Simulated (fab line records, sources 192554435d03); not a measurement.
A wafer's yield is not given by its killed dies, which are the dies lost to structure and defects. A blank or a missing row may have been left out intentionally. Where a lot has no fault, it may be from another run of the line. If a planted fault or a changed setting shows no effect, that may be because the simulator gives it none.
Matching of chambers    flow n5 finfet    N5_BEOL_M13_ETCH_59 on rie diel-06 has 4 sister chambers
The step etches BARC in N2/H2, target depth 89 nm, overetch 26.7 nm, time 67.9 s. 4 wafers are shown with their chamber, then 8 later ones without.

WAFERS PAIRED WITH THEIR CHAMBERS
wafer   chamber  drypump motor current A (A)
L091.1  2        6.4
L091.3  1        5.2
L091.4  3        5.2
L097.1  0        6.4

WAFERS WHOSE CHAMBER IS MISSING
wafer   drypump motor current A (A)
L097.2  6.4
L097.6  5.2
L096.1  6.4
L096.3  5.2
L096.6  6.4
L094.1  6.4
L094.2  6.5
L094.6  5.2

WHICH CHAMBER EACH WENT THROUGH
wafer   from the rows above      in truth
L097.2  can't be placed: 0 or 2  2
L097.6  can't be placed: 1 or 3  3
L096.1  can't be placed: 0 or 2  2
L096.3  can't be placed: 1 or 3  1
L096.6  can't be placed: 0 or 2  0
L094.1  can't be placed: 0 or 2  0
L094.2  can't be placed: 0 or 2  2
L094.6  can't be placed: 1 or 3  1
Placed correctly: 0 of 8. Not placeable from these rows: 8 (in 8, the candidates include the true chamber). 0 placed wrongly.
How it was worked out, from the rows above alone: a wafer's distance from a chamber is the root of the sum, over the readings, of the square of ((its reading less the chamber's mean) divided by the reading's scatter). The wafer belongs to the nearest chamber; if the next one is less than 2 further off, it can't be placed. A chamber's mean is the mean of its shown wafers. The scatter: with one shown wafer a chamber, the root of the mean of the squares of how far each hidden wafer lies from its nearest shown one.
